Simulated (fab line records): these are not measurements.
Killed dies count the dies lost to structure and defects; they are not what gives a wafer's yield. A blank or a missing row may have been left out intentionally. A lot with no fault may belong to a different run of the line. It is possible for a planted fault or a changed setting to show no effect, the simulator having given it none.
Matching of chambers / flow n5 finfet / N5_BEOL_M5_CURE_80 on uv cure-03 has 3 sister chambers
The step cures SiCOH lowk, time 120 s. 20 wafers are shown with their chamber, then 10 later ones without.

## EACH WAFER AND ITS CHAMBER
wafer=L074.1; chamber=0; wafer_temp_C_max=371.9; lamp power pct (%)=52.24
wafer=L074.2; chamber=0; wafer_temp_C_max=372.0; lamp power pct (%)=52.25
wafer=L074.4; chamber=0; wafer_temp_C_max=372.0; lamp power pct (%)=52.42
wafer=L075.1; chamber=2; wafer_temp_C_max=371.2; lamp power pct (%)=52.31
wafer=L075.3; chamber=2; wafer_temp_C_max=371.4; lamp power pct (%)=52.26
wafer=L075.4; chamber=2; wafer_temp_C_max=371.7; lamp power pct (%)=52.32
wafer=L076.1; chamber=0; wafer_temp_C_max=371.1; lamp power pct (%)=52.26
wafer=L076.4; chamber=0; wafer_temp_C_max=371.2; lamp power pct (%)=52.37
wafer=L076.6; chamber=0; wafer_temp_C_max=371.3; lamp power pct (%)=52.31
wafer=L076.2; chamber=0; wafer_temp_C_max=371.5; lamp power pct (%)=52.33
wafer=L076.3; chamber=0; wafer_temp_C_max=370.9; lamp power pct (%)=52.28
wafer=L076.5; chamber=0; wafer_temp_C_max=372.0; lamp power pct (%)=52.33
wafer=L081.1; chamber=1; wafer_temp_C_max=372.5; lamp power pct (%)=52.25
wafer=L081.5; chamber=1; wafer_temp_C_max=372.9; lamp power pct (%)=52.37
wafer=L081.6; chamber=1; wafer_temp_C_max=372.9; lamp power pct (%)=52.41
wafer=L087.4; chamber=2; wafer_temp_C_max=371.3; lamp power pct (%)=52.15
wafer=L087.5; chamber=2; wafer_temp_C_max=371.3; lamp power pct (%)=52.37
wafer=L087.6; chamber=2; wafer_temp_C_max=371.1; lamp power pct (%)=52.29
wafer=L088.3; chamber=0; wafer_temp_C_max=371.2; lamp power pct (%)=52.32
wafer=L088.5; chamber=0; wafer_temp_C_max=371.5; lamp power pct (%)=52.32

SIGNATURES (means of the wafers above)
reading=wafer_temp_C_max; chamber 0=371.509; chamber 1=372.767; chamber 2=371.333; scatter within a chamber=0.34
reading=lamp power pct; chamber 0=52.3118; chamber 1=52.3433; chamber 2=52.2833; scatter within a chamber=0.0643
Rule: a wafer lies at a distance from a chamber equal to the root of the sum of squares, over the readings, of (its reading less the chamber's mean, divided by the reading's scatter). If the next closest chamber is less than 2 further off than the closest, the wafer can't be placed; otherwise it belongs to the closest. The scatter: the root of (the sum of the squares of (reading less its chamber's mean) over the shown wafers, divided by (wafers less chambers)).

## WAFERS MISSING THEIR CHAMBER
wafer=L088.6; wafer_temp_C_max=371.5; lamp power pct (%)=52.39
wafer=L090.1; wafer_temp_C_max=371.0; lamp power pct (%)=52.37
wafer=L090.4; wafer_temp_C_max=371.5; lamp power pct (%)=52.31
wafer=L090.6; wafer_temp_C_max=370.8; lamp power pct (%)=52.32
wafer=L096.1; wafer_temp_C_max=370.7; lamp power pct (%)=52.33
wafer=L096.2; wafer_temp_C_max=370.8; lamp power pct (%)=52.29
wafer=L096.3; wafer_temp_C_max=371.2; lamp power pct (%)=52.32
wafer=L096.4; wafer_temp_C_max=370.9; lamp power pct (%)=52.26
wafer=L096.5; wafer_temp_C_max=371.1; lamp power pct (%)=52.30
wafer=L096.6; wafer_temp_C_max=370.9; lamp power pct (%)=52.26

## WHICH CHAMBER EACH ONE RAN IN
wafer=L088.6; from the rows above=can't be placed: 0 or 2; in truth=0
wafer=L090.1; from the rows above=can't be placed: 2 or 0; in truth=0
wafer=L090.4; from the rows above=can't be placed: 0 or 2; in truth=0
wafer=L090.6; from the rows above=can't be placed: 2 or 0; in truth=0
wafer=L096.1; from the rows above=can't be placed: 2 or 0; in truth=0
wafer=L096.2; from the rows above=can't be placed: 2 or 0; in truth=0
wafer=L096.3; from the rows above=can't be placed: 2 or 0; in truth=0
wafer=L096.4; from the rows above=can't be placed: 2 or 0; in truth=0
wafer=L096.5; from the rows above=can't be placed: 2 or 0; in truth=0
wafer=L096.6; from the rows above=can't be placed: 2 or 0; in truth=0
Correct placement for 0 of the 10. These rows do not allow placing 10 (true chamber among the candidates in 10). Placed wrongly: 0.
